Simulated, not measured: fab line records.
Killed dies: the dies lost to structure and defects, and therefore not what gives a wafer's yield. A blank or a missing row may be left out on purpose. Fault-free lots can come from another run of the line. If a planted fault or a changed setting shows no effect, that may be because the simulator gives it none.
fab line records	flow n5-finfet
[record] lots = 6	wafers = 18	last-day = 18
route steps=1938 shown BEOL_M15@1807 PASSIVATION@1936
lots that met no fault: from a run of the same line without faults
start-h: start of the lot's first displayed wafer, in hours after the record's first day	wait-h: hours elapsed since this lot's preceding step	" identical to the entry in the row above	L1.1+2: a row that stands for several wafers	- either no value or no given start	* or withheld: withheld	< > ~ a bound
route shown NAME@n: NAME is a module with steps in the file, n the number in the route of the first one	usual: mean/standard deviation of fault-free wafers	same: alike in all rows	chamber/n: place in a boat	sites: per-site readings	_std_site: how widely they spread, as a standard deviation	_edge_site: inner sites' mean taken away from outer sites' mean	radius-mm: for every site, how far away it sits from the centre of the wafer	mask NAME#n: copy n	behind: the last tool/chamber to shape the wafer	hold: what put the lot on hold/how long, in hours/how the hold closed	device: names the non-switching transistor (n, p or np)	end of line: tests run on the same wafers once the route is complete	step lacking rows: just its recipe	killed: the dies lost at the first sort to structure and to defects; this is not the yield of the wafer	map: a wafer's dies, marking killed ones x, the rest . and places with no die _
set.NAME: setting as actually run; set.NAME@STEP: the setting as run at that earlier step	model.NAME: the simulator's own value behind a step, which no gauge read
lots seen at some steps along the route; tables by step, rows by wafer
services: from which hour (start-h, from the record's first day; less than 0 if before it) a tool's chamber was out of use, for how many hours, and why
[[steps]]
[step N5_BEOL_M15_DESCUM_33]
[recipe] chemistry = O2	time-s = 7.9	source-power-w = 50	bias-power-w = 20	pressure-mtorr = 20	rf-frequency-hz = 2.712e+07	temp-c = 40	o2-flow-sccm = 225
[usual] bias-power-w = 20.00/0.052	drypump-motor-current-A = 5.8/0.58	oes-product-au = 0.80/0.09	rf-vpp-V = 243.2/1.3	showerhead-plenum-p-Torr = 2.10/0.068	throttle-valve-pct = 20.44/0.28
lot.wafer	tool	chamber	start-h	wait-h	bias-power-w	drypump-motor-current-A	oes-product-au	rf-hours-counter-h	rf-vpp-V	showerhead-plenum-p-Torr	throttle-valve-pct
L477.1	rie-diel-03	0	315.23	0.0	20.06	5.0	0.80	113	243.7	2.11	20.08
L477.3	"	2	"	"	19.97	5.5	0.92	14	245.6	2.25	20.33
L477.4	"	3	"	"	20.06	6.2	0.68	249	244.0	2.16	20.51
L479.1	rie-diel-04	3	326.23	0.0	19.98	6.6	0.68	232	240.4	1.99	20.91
L479.3	"	0	"	"	19.97	5.8	0.88	33	243.3	2.12	20.62
L479.4	"	2	"	"	19.94	5.7	0.81	64	243.3	2.14	20.69
L485.1	rie-diel-03	1	364.69	0.7	20.04	5.3	0.72	212	242.8	2.05	20.19
L485.4	"	0	"	"	19.99	5.0	0.79	129	243.5	2.10	20.11
L485.5	"	0	"	"	20.06	5.0	0.79	-	244.0	2.10	20.11
L483.2	rie-diel-01	2	365.46	0.4	19.96	6.1	0.87	70	242.9	2.01	19.89
L483.3	"	1	"	"	19.96	5.2	0.98	3	242.9	2.05	20.41
L483.6	"	0	"	"	20.05	4.7	0.83	-	242.1	2.09	20.24
L489.1	rie-diel-01	1	386.59	0.0	20.00	5.2	0.95	10	242.7	2.05	20.44
L489.5	"	3	"	"	19.93	6.4	0.81	-	241.6	2.02	20.37
L489.6	"	0	"	"	20.00	4.7	0.81	-	243.6	2.09	20.25
L491.1	rie-diel-04	1	411.32	0.0	19.98	6.5	0.74	170	244.1	2.08	20.55
L491.2	"	3	"	"	20.05	6.6	0.95	4	244.9	2.25	20.55
L491.4	"	0	"	"	20.01	5.7	0.84	-	242.8	2.11	20.64
[step N5_BEOL_M15_ETCH_61]
[recipe] chemistry = N2/H2	target = BARC	target-depth-a = 890	overetch-a = 267	time-s = 67.9	ion-energy-ev = 200	pressure-mtorr = 30	source-w = 840	bias-w = 150	n2-flow-sccm = 200	h2-flow-sccm = 200
[usual] drypump-motor-current-A = 5.8/0.58	oes-product-au = 0.69/0.071	rf-vpp-V = 524.2/2.3	showerhead-plenum-p-Torr = 2.55/0.076	throttle-valve-pct = 17.86/0.26
lot.wafer	tool	chamber	start-h	wait-h	drypump-motor-current-A	oes-product-au	rf-hours-counter-h	rf-vpp-V	showerhead-plenum-p-Torr	throttle-valve-pct
L477.1	rie-diel-03	0	315.27	0.0	5.0	0.69	113	525.0	2.56	17.50
L477.3	"	2	"	"	5.5	0.79	14	528.3	2.70	17.58
L477.4	"	3	"	"	6.3	0.60	249	524.7	2.60	17.81
L479.1	rie-diel-04	3	326.26	0.0	6.6	0.60	232	518.9	2.41	18.26
L479.3	"	0	"	"	5.7	0.75	33	525.8	2.60	18.13
L479.4	"	2	"	"	5.7	0.70	64	524.5	2.60	18.18
L485.1	rie-diel-03	1	364.73	0.0	5.3	0.61	212	522.5	2.52	17.80
L485.4	"	0	"	"	5.1	0.67	129	523.8	2.55	17.50
L485.5	"	0	"	"	5.0	0.67	-	525.2	2.55	17.53
L483.2	rie-diel-01	2	365.49	0.0	6.1	0.73	70	521.7	2.49	17.62
L483.3	"	1	"	"	5.2	0.82	3	522.9	2.50	17.84
L483.6	"	0	"	"	4.8	0.70	-	524.7	2.55	17.69
L489.1	rie-diel-01	1	386.63	0.0	5.2	0.80	10	521.4	2.49	17.87
L489.5	"	3	"	"	6.4	0.69	-	521.6	2.46	17.81
L489.6	"	0	"	"	4.8	0.69	-	525.0	2.55	17.69
L491.1	rie-diel-04	1	411.36	0.0	6.6	0.63	170	523.8	2.52	17.96
L491.2	"	3	"	"	6.6	0.81	4	529.7	2.72	17.87
L491.4	"	0	"	"	5.7	0.72	-	524.7	2.59	18.18
[step N5_BEOL_M15_TRENCH_ETCH_34]
[recipe] chemistry = C4F8/O2/Ar	target = SiO2	target-depth-a = 8729.3	he-inner-torr = 15	he-outer-torr = 30	time-s = 199	ion-energy-ev = 800	pressure-mtorr = 20	source-w = 1905	bias-w = 2040	Ar_flow_sccm = 400	C4F8_flow_sccm = 16	O2_flow_sccm = 12
[usual] C4F8_flow_sccm = 15.99/0.044	drypump-motor-current-A = 5.8/0.58	he-inner-torr = 14.997/0.03	oes-product-au = 0.80/0.089	rf-vpp-V = 2253/36	showerhead-plenum-p-Torr = 3.46/0.1	throttle-valve-pct = 30.9/0.33
lot.wafer	tool	chamber	start-h	wait-h	C4F8_flow_sccm	drypump-motor-current-A	he-inner-torr	oes-product-au	rf-hours-counter-h	rf-vpp-V	showerhead-plenum-p-Torr	throttle-valve-pct
L477.1	rie-diel-03	0	315.32	0.0	16.01	5.1	15.022	0.79	113	2238	3.44	30.4
L477.3	"	2	"	"	16.02	5.5	15.002	0.92	14	2298	3.67	30.8
L477.4	"	3	"	"	16.03	6.3	14.949	0.68	249	2278	3.54	30.9
L479.1	rie-diel-04	3	326.32	0.0	15.98	6.6	15.024	0.69	232	2254	3.26	31.2
L479.3	"	0	"	"	16.04	5.7	14.999	0.89	33	2221	3.49	31.2
L479.4	"	2	"	"	16.01	5.7	14.958	0.81	64	2316	3.52	31.4
L485.1	rie-diel-03	1	364.78	0.0	15.97	5.3	15.008	0.73	212	2257	3.43	31.0
L485.4	"	0	"	"	16.00	5.1	14.986	0.79	129	2235	3.43	30.4
L485.5	"	0	"	"	16.07	5.1	14.976	0.78	-	2237	3.43	30.4
L483.2	rie-diel-01	2	365.54	0.0	15.95	6.1	14.970	0.87	70	2209	3.32	30.2
L483.3	"	1	"	"	16.03	5.2	15.005	0.97	4	2172	3.35	30.8
L483.6	"	0	"	"	15.93	4.7	14.998	0.82	-	2190	3.46	30.8
L489.1	rie-diel-01	1	386.68	0.0	15.98	5.2	14.985	0.94	10	2172	3.35	30.8
L489.5	"	3	"	"	15.99	6.4	14.988	0.80	-	2240	3.36	31.0
L489.6	"	0	"	"	15.95	4.8	14.990	0.81	-	2192	3.45	30.8
L491.1	rie-diel-04	1	411.41	0.0	16.05	6.5	14.963	0.73	170	2266	3.45	31.2
L491.2	"	3	"	"	15.95	6.6	15.015	0.95	4	2290	3.65	31.0
L491.4	"	0	"	"	16.00	5.7	14.981	0.84	-	2220	3.48	31.2
[step N5_BEOL_M15_STRIP_36]
[recipe] chemistry = O2	power-w = 600	temp-c = 60	pressure-mtorr = 30	rf-frequency-hz = 6e+07	bias-power-w = 0	overash-fraction = 0.3	o2-flow-sccm = 225
[step N5_BEOL_M15_STRIP_62]
[recipe] chemistry = O2	power-w = 600	temp-c = 60	pressure-mtorr = 30	rf-frequency-hz = 6e+07	bias-power-w = 0	overash-fraction = 0.3	o2-flow-sccm = 225
[step N5_BEOL_M15_STRIP_37]
[recipe] chemistry = O2	power-w = 600	temp-c = 60	pressure-mtorr = 30	rf-frequency-hz = 6e+07	bias-power-w = 0	overash-fraction = 0.3	o2-flow-sccm = 225
[usual] drypump-motor-current-A = 5.6/0.58	oes-product-au = 0.82/0.091	rf-vpp-V = 3.6/0.59	showerhead-plenum-p-Torr = 2.10/0.072	throttle-valve-pct = 16.57/0.25
[same] bias-power-w = 0
lot.wafer	tool	chamber	start-h	wait-h	drypump-motor-current-A	oes-product-au	rf-hours-counter-h	rf-vpp-V	showerhead-plenum-p-Torr	throttle-valve-pct
L477.1	rie-diel-03	0	-	-	5.1	0.80	114	4.1	2.11	16.32
L477.3	"	2	"	"	5.5	0.94	14	4.6	2.25	16.51
L477.4	"	1	"	"	5.3	0.72	197	3.7	2.06	16.45
L479.1	rie-diel-04	3	-	-	6.6	0.68	233	3.9	2.00	17.13
L479.3	"	0	"	"	5.7	0.88	34	3.1	2.13	16.83
L479.4	"	3	"	"	6.6	0.69	-	4.2	2.00	17.13
L485.1	rie-diel-03	1	-	-	5.3	0.71	213	3.4	2.05	16.50
L485.4	"	2	"	"	5.5	0.88	31	4.1	2.25	16.58
L485.5	"	1	"	"	5.3	0.72	-	4.5	2.05	16.49
L483.2	rie-diel-04	0	-	-	5.7	0.86	46	4.1	2.12	16.83
L483.3	"	3	"	"	6.6	0.67	245	3.5	1.99	17.19
L483.6	"	0	"	"	5.7	0.86	-	3.7	2.12	16.84
L489.1	rie-diel-01	0	-	-	4.8	0.82	107	4.0	2.10	16.53
L489.5	"	3	"	"	6.4	0.81	-	3.8	2.03	16.60
L489.6	"	2	"	"	6.1	0.86	-	4.2	2.01	16.22
L491.1	rie-diel-03	0	-	-	5.1	0.77	144	4.3	2.10	16.38
L491.2	"	3	"	"	6.2	0.95	25	3.1	2.15	16.41
L491.4	"	2	"	"	5.5	0.86	45	3.6	2.24	16.60
[step N5_BEOL_M15_ETCH_38]
[recipe] chemistry = CF4/N2	target = SiCN	target-depth-a = 1064	taper-deg = 2	time-s = 120.5	ion-energy-ev = 150	mask-material = SiO2	pressure-mtorr = 40	source-w = 430	bias-w = 70	Ar_flow_sccm = 100	cf4-flow-sccm = 60	n2-flow-sccm = 60
[step N5_BEOL_M15_PRECLEAN_39]
[recipe] chemistry = residue-remover	time-s = 60	temp-c = 40
[step N5_BEOL_M15_SRD_40]
[recipe] time-s = 30	temp-c = 23	rinse-liquid = diw	dry = n2-spin	spin-rpm = 1500	dry-time-s = 30
[step N5_BEOL_M15_DEGAS_41]
[recipe] ambient = vacuum	temp-c = 300	time-s = 60
[usual] heater-power-w = 468/32
lot.wafer	tool	chamber	start-h	wait-h	heater-power-w
L477.1	pvd-sputter-03	-	317.23	0.3	484
L477.3	"	-	"	"	456
L477.4	"	-	"	"	459
L479.1	pvd-sputter-02	-	330.81	0.1	479
L479.3	"	-	"	"	590
L479.4	"	-	"	"	593
L485.1	pvd-sputter-03	-	366.88	0.4	464
L485.4	"	-	"	"	461
L485.5	"	-	"	"	498
L483.2	pvd-sputter-03	-	369.18	1.7	467
L483.3	"	-	"	"	497
L483.6	"	-	"	"	500
L489.1	pvd-sputter-01	-	392.44	0.8	457
L489.5	"	-	"	"	433
L489.6	"	-	"	"	441
L491.1	pvd-sputter-02	-	417.21	0.0	581
L491.2	"	-	"	"	476
L491.4	"	-	"	"	454
[step N5_BEOL_M15_PRE_CLEAN_42]
[recipe] gas = H2/He	time-s = 30	temp-c = 300
[step N5_BEOL_M15_SPUTTER_43]
[recipe] material = TaN	target-thk-a = 150	temp-c = 50	bias-v = 168.6	power-w = 15000	chamber-pressure-pa = 0.12	time-s = 24.19
[usual] cathode-dc-power-W = 15000/2.7	throttle-valve-pct = 30.2/1
lot.wafer	tool	chamber	start-h	wait-h	cathode-dc-power-W	throttle-valve-pct	model.TaN_of_BEOL_M15_SPUTTER_43.thk-nm
L477.1	pvd-sputter-03	-	317.31	0.0	15004	31.4	15
L477.3	"	-	"	"	14997	30.5	14.8
L477.4	"	-	"	"	14997	29.7	14.8
L479.1	pvd-sputter-02	-	330.89	0.0	15007	31.0	15.2
L479.3	"	-	"	"	14998	27.7	15
L479.4	"	-	"	"	14999	27.9	15
L485.1	pvd-sputter-03	-	366.96	0.0	19259	30.5	19.4
L485.4	"	-	"	"	19259	29.8	19.6
L485.5	"	-	"	"	19262	31.1	19.6
L483.2	pvd-sputter-03	-	369.26	0.0	19260	30.5	19.2
L483.3	"	-	"	"	19262	31.1	19.4
L483.6	"	-	"	"	19259	31.1	19.6
L489.1	pvd-sputter-01	-	392.52	0.0	15000	28.3	14.8
L489.5	"	-	"	"	15000	31.1	14.4
L489.6	"	-	"	"	15003	29.5	14.8
L491.1	pvd-sputter-02	-	417.29	0.0	14996	27.6	15
L491.2	"	-	"	"	15002	30.9	15.4
L491.4	"	-	"	"	14998	29.9	15.4
[step N5_BEOL_M15_SPUTTER_44]
[recipe] material = Ta	target-thk-a = 150	temp-c = 50	bias-v = 80	power-w = 15000	chamber-pressure-pa = 0.07	time-s = 24.19
[step N5_BEOL_M15_SPUTTER_45]
[recipe] material = Cu	target-thk-a = 1000	temp-c = -20	bias-v = 60	power-w = 26000	chamber-pressure-pa = 0.13	time-s = 16.67
[step N5_BEOL_M15_ECD_47]
[recipe] material = Cu	target-thk-a = 18600
[step N5_BEOL_M15_ANNEAL_48]
[recipe] temp-c = 225	time-s = 90	ambient = N2
[step N5_BEOL_M15_CMP_49]
[recipe] stop-on = SiO2	t-overpolish-s = 4.9	down-force-psi = 2	platen-rpm = 80	clearing-platen-down-force-psi = 2	clearing-platen-rpm = 80	post-cmp-clean = cu-alkaline	target-thk-nm = 850	clearing-platen-pad-velocity-m-s = 1.5917	pad-velocity-m-s = 1.5917
[usual] barrier-field-endpoint-s = 11.34/0.29	motor-current-A = 7.8/0.58
lot.wafer	tool	chamber	start-h	wait-h	barrier-field-endpoint-s	motor-current-A
L477.1	cmp-04	1	318.14	0.3	10.79	7.5
L477.4	"	2	"	"	11.02	8.1
L477.3	"	3	"	"	10.88	7.3
L479.4	cmp-01	2	331.70	0.1	11.03	7.7
L479.3	"	3	"	"	11.06	7.8
L479.1	"	0	"	"	11.15	8.2
L485.4	cmp-01	3	367.94	0.2	13.26	8.4
L485.1	"	0	"	"	12.82	8.2
L485.5	"	0	"	"	12.92	8.4
L483.2	cmp-01	3	370.22	0.2	13.03	8.3
L483.3	"	0	"	"	12.53	8.0
L483.6	"	2	"	"	12.72	7.7
L489.1	cmp-02	3	393.62	0.4	11.21	8.5
L489.5	"	0	"	"	11.30	7.5
L489.6	"	1	"	"	11.16	9.0
L491.1	cmp-04	2	418.35	0.3	11.55	7.8
L491.2	"	3	"	"	11.54	7.2
L491.4	"	0	"	"	11.75	7.5
[step N5_BEOL_M15_THK_MEAS_50]
[recipe] thk-meas-gauge = xrf	reads = Cu_of_BEOL_M15_ECD_47
[usual] M15_THK = 847/16
lot.wafer	tool	chamber	start-h	wait-h	M15_THK[nm]
L477.1	film-metro-01	-	318.43	-	843
L477.3	"	-	"	"	848
L477.4	"	-	"	"	836
L479.1	film-metro-02	-	332.00	-	832
L479.3	"	-	"	"	871
L479.4	"	-	"	"	841
L485.1	film-metro-02	-	368.24	-	859
L485.4	"	-	"	"	841
L485.5	"	-	"	"	838
L483.2	film-metro-02	-	370.48	-	860
L483.3	"	-	"	"	866
L483.6	"	-	"	"	846
L489.1	film-metro-02	-	393.81	-	851
L489.5	"	-	"	"	835
L489.6	"	-	"	"	835
L491.1	film-metro-02	-	418.60	-	830
L491.2	"	-	"	"	847
L491.4	"	-	"	"	871
[step N5_PASSIVATION_PROBE_49]
[usual] defect-limited-yield = 90.9/1.5	killed_at_M0_to_M3 = 36/10	killed_at_M4_up = 13/5.5	killed-at-contacts = 12/5.6	killed-at-front-end = 42/12	killed-at-other = 4/3.2	killed-dies = 108/18	killed-open = 71/13	killed-short = 34/7.8	sort_bin_5_function = 5.4/1	sort_bin_6_memory = 3.4/0.68	sort-n-pass = 1072/18	sort-yield-pct = 90.9/1.5
[same] gross-dies = 1180	killed-at-back-side = 0	sort_bin_4_leakage[%] = 0	sort_bin_8_speed[%] = 0
lot.wafer	tool	chamber	start-h	wait-h	defect-limited-yield[%]	killed_at_M0_to_M3	killed_at_M4_up	killed-at-contacts	killed-at-front-end	killed-at-other	killed-dies	killed-open	killed-short	sort_bin_5_function[%]	sort_bin_6_memory[%]	sort-n-pass	sort-yield-pct[%]
L477.1	prober-01	-	339.66	0.0	91.2	55	5	12	30	2	104	63	40	5.8	2.9	1076	91.2
L477.3	prober-01	-	339.76	0.1	89.7	49	12	23	35	2	121	78	41	5.5	4.4	1059	89.7
L477.4	prober-01	-	339.81	0.2	89.3	38	11	20	55	2	126	91	35	6.6	3.8	1054	89.3
L479.1	prober-01	-	347.91	0.0	91.4	40	18	8	31	5	102	73	29	5.0	3.4	1078	91.4
L479.3	prober-01	-	348.01	0.1	92.1	45	15	8	19	6	93	66	26	4.9	2.8	1087	92.1
L479.4	prober-01	-	348.06	0.2	91.9	34	9	16	35	2	96	66	27	5.3	2.6	1084	91.9
L485.1	prober-02	-	380.86	0.0	89.9	35	24	10	40	10	119	80	38	6.2	3.5	1061	89.9
L485.4	prober-02	-	381.01	0.2	90.9	38	16	16	29	8	107	72	35	5.1	3.7	1073	90.9
L485.5	prober-02	-	381.06	0.2	91.7	43	10	8	29	8	98	58	37	5.1	2.7	1082	91.7
L483.2	prober-01	-	385.75	0.1	93.0	17	16	5	35	10	83	52	31	4.3	2.5	1097	93.0
L483.3	prober-01	-	385.80	0.1	91.5	37	14	6	41	2	100	69	29	4.6	3.7	1080	91.5
L483.6	prober-01	-	385.95	0.3	91.2	38	12	9	43	2	104	66	35	5.3	3.0	1076	91.2
L489.1	prober-01	-	410.72	0.0	91.4	23	17	17	44	0	101	68	29	3.6	4.6	1079	91.4
L489.5	prober-01	-	410.92	0.2	90.3	47	12	8	46	1	114	71	37	5.3	3.8	1066	90.3
L489.6	prober-01	-	410.97	0.3	91.9	28	11	14	39	3	95	65	30	5.4	2.4	1085	91.9
// killed by level:class
L477.1 BEOL_M3:geometric-particle:open=13 BEOL_M2:geometric-particle:open=11 FIN_SAQP:geometric-particle:short=10 MOL_CONTACT_COAG:geometric-particle:open=8 BEOL_M0_SAQP:geometric-particle:open=8 BEOL_M0_SAQP:geometric-particle:short=7 BEOL_M1:geometric-particle:open=5 STI_FIN_REVEAL:geometric-particle:open=4
L477.3 MOL_CONTACT_COAG:geometric-particle:open=16 BEOL_M3:geometric-particle:open=11 BEOL_M0_SAQP:geometric-particle:open=9 FIN_SAQP:geometric-particle:short=8 BEOL_M0_SAQP:geometric-particle:short=8 FIN_SAQP:geometric-particle:open=7 MOL_CONTACT_COAG:geometric-particle:short=7 BEOL_M1:geometric-particle:open=7
L477.4 FIN_SAQP:geometric-particle:short=16 MOL_CONTACT_COAG:geometric-particle:open=16 STI_FIN_REVEAL:geometric-particle:open=13 FIN_SAQP:geometric-particle:open=10 BEOL_M2:geometric-particle:open=8 BEOL_M0:geometric-particle:open=7 BEOL_M0_SAQP:geometric-particle:open=6 BEOL_M4:geometric-particle:open=6
L479.1 BEOL_M4:geometric-particle:open=13 BEOL_M2:geometric-particle:open=12 FIN_SAQP:geometric-particle:open=9 DUMMY_GATE:geometric-particle:open=9 BEOL_M0_SAQP:geometric-particle:short=8 MOL_CONTACT_COAG:geometric-particle:open=7 BEOL_M0_SAQP:geometric-particle:open=7 BEOL_M3:geometric-particle:open=6
L479.3 BEOL_M1:geometric-particle:open=11 MOL_CONTACT_COAG:geometric-particle:open=8 BEOL_M0_SAQP:geometric-particle:open=7 BEOL_M3:geometric-particle:open=6 BEOL_M2:geometric-particle:open=6 DUMMY_GATE:geometric-particle:open=5 FIN_SAQP:geometric-particle:open=4 BEOL_M0_SAQP:geometric-particle:short=4
L479.4 MOL_CONTACT_COAG:geometric-particle:open=15 DUMMY_GATE:geometric-particle:open=10 BEOL_M0_SAQP:geometric-particle:short=9 STI_FIN_REVEAL:geometric-particle:open=7 BEOL_M0_SAQP:geometric-particle:open=6 BEOL_M0:geometric-particle:open=6 FIN_SAQP:geometric-particle:short=5 BEOL_M1:geometric-particle:open=4
L485.1 STI_FIN_REVEAL:geometric-particle:open=22 BEOL_M0_SAQP:geometric-particle:short=9 MOL_CONTACT_COAG:geometric-particle:open=9 BEOL_M4:geometric-particle:open=8 BEOL_M0_SAQP:geometric-particle:open=6 BEOL_M5:geometric-particle:open=6 STI_FIN_REVEAL:geometric-particle:short=5 BEOL_M1:geometric-particle:open=5
L485.4 MOL_CONTACT_COAG:geometric-particle:open=15 STI_FIN_REVEAL:geometric-particle:open=12 BEOL_M0_SAQP:geometric-particle:short=11 BEOL_M4:geometric-particle:open=8 STI_FIN_REVEAL:geometric-particle:short=7 BEOL_M3:geometric-particle:open=6 BEOL_M0:geometric-particle:open=5 BEOL_M1:geometric-particle:open=4
L485.5 BEOL_M0_SAQP:geometric-particle:short=15 BEOL_M0_SAQP:geometric-particle:open=8 STI_FIN_REVEAL:geometric-particle:open=7 MOL_CONTACT_COAG:geometric-particle:open=7 BEOL_M4:geometric-particle:open=7 BEOL_M3:geometric-particle:open=7 FIN_SAQP:geometric-particle:open=4 FIN_SAQP:geometric-particle:short=4
L483.2 BEOL_M0_SAQP:geometric-particle:short=7 BEOL_M4:geometric-particle:short=6 PAD_METAL:geometric-particle:open=6 GATE_CUT:geometric-particle:open=5 MOL_CONTACT_COAG:geometric-particle:open=5 BEOL_M0_SAQP:geometric-particle:open=5 BEOL_M4:geometric-particle:open=5 FIN_SAQP:geometric-particle:open=4
L483.3 FIN_SAQP:geometric-particle:open=17 BEOL_M2:geometric-particle:open=9 BEOL_M3:geometric-particle:open=7 GATE_CUT:geometric-particle:short=7 BEOL_M0_SAQP:geometric-particle:open=7 MOL_CONTACT_COAG:geometric-particle:open=6 BEOL_M1:geometric-particle:open=6 FIN_SAQP:geometric-particle:short=3
L483.6 BEOL_M2:geometric-particle:open=14 SPACER0:geometric-particle:short=7 GATE_CUT:geometric-particle:open=7 DUMMY_GATE:geometric-particle:open=6 MOL_CONTACT_COAG:geometric-particle:open=6 BEOL_M0_SAQP:geometric-particle:open=5 BEOL_M0_SAQP:geometric-particle:short=5 FIN_SAQP:geometric-particle:short=4
L489.1 FIN_SAQP:geometric-particle:open=13 MOL_CONTACT_COAG:geometric-particle:open=13 DUMMY_GATE:geometric-particle:open=8 FIN_SAQP:geometric-particle:short=7 BEOL_M4:geometric-particle:open=7 DUMMY_GATE:geometric-particle:short=5 BEOL_M0_SAQP:geometric-particle:short=5 STI_FIN_REVEAL:geometric-particle:open=4
L489.5 BEOL_M0_SAQP:geometric-particle:open=18 BEOL_M0_SAQP:geometric-particle:short=16 FIN_SAQP:geometric-particle:open=13 MOL_CONTACT_COAG:geometric-particle:open=7 FIN_SAQP:geometric-particle:short=6 STI_FIN_REVEAL:geometric-particle:open=5 GATE_CUT:geometric-particle:short=5 DUMMY_GATE:geometric-particle:open=4
L489.6 MOL_CONTACT_COAG:geometric-particle:open=13 FIN_SAQP:geometric-particle:open=10 FIN_SAQP:geometric-particle:short=9 BEOL_M0_SAQP:geometric-particle:short=7 BEOL_M2:geometric-particle:open=7 BEOL_M0_SAQP:geometric-particle:open=6 STARTING-WAFER:geometric-particle:open=4 ILD0:geometric-particle:short=3
[[services]]
tool	chamber	start-h	hours	kind
cmp-04	-	303.32	4.0	pm
cmp-02	-	304.67	2.7	repair
rie-diel-03	3	316.84	-	clean
rie-diel-03	3	316.84	-	consumable-replace:focus-ring
rie-diel-03	3	316.84	13.1	scheduled-down
rie-diel-03	3	316.84	13.1	vent-cycle
pvd-sputter-01	-	320.04	19.6	repair
rie-diel-04	1	328.93	6.7	repair
cmp-02	-	338.04	3.0	repair
cmp-01	-	340.63	5.8	pm
pvd-sputter-01	-	354.53	5.4	repair
rie-diel-01	3	357.36	12.1	repair
cmp-02	-	357.57	2.0	repair
rie-diel-01	2	358.45	3.4	repair
cmp-04	-	368.99	1.0	repair
cmp-01	-	371.83	0.4	repair
rie-diel-01	3	384.83	1.3	repair
pvd-sputter-01	-	386.41	4.6	repair
cmp-04	-	387.11	0.8	repair
cmp-01	-	399.47	8.0	pm
cmp-04	-	402.43	1.0	repair
rie-diel-04	2	403.20	10.2	repair
cmp-04	-	409.90	0.7	repair
pvd-sputter-01	-	412.36	3.4	repair
[[key]]
[first-sign] step = N5_BEOL_M15_SPUTTER_43	reading = cathode-dc-power-W	direction = up	sigmas = 99+	usual = *	struck = *
[effect] step = N5_BEOL_M15_CMP_49	reading = barrier-field-endpoint-s	direction = up	sigmas = 5.2	usual = 11.34	struck = 12.88
[model-effect] step = N5_BEOL_M15_SPUTTER_43	value = TaN_of_BEOL_M15_SPUTTER_43.thk-nm	without = 15.23	struck = 19.47
met-at N5_BEOL_M15_SPUTTER_43
struck-wafers L483.2,L483.3,L483.6,L485.1,L485.4,L485.5
onset-between 317.31 366.96
[fault] kind = process-parameter-drift	tool = pvd-sputter-03	chamber = -	onset-h = 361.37	steps = N5_BEOL_M15_SPUTTER_43	channel = power-w	offset = *	shape = step	end-h = 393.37	acts-in = *	stated = *
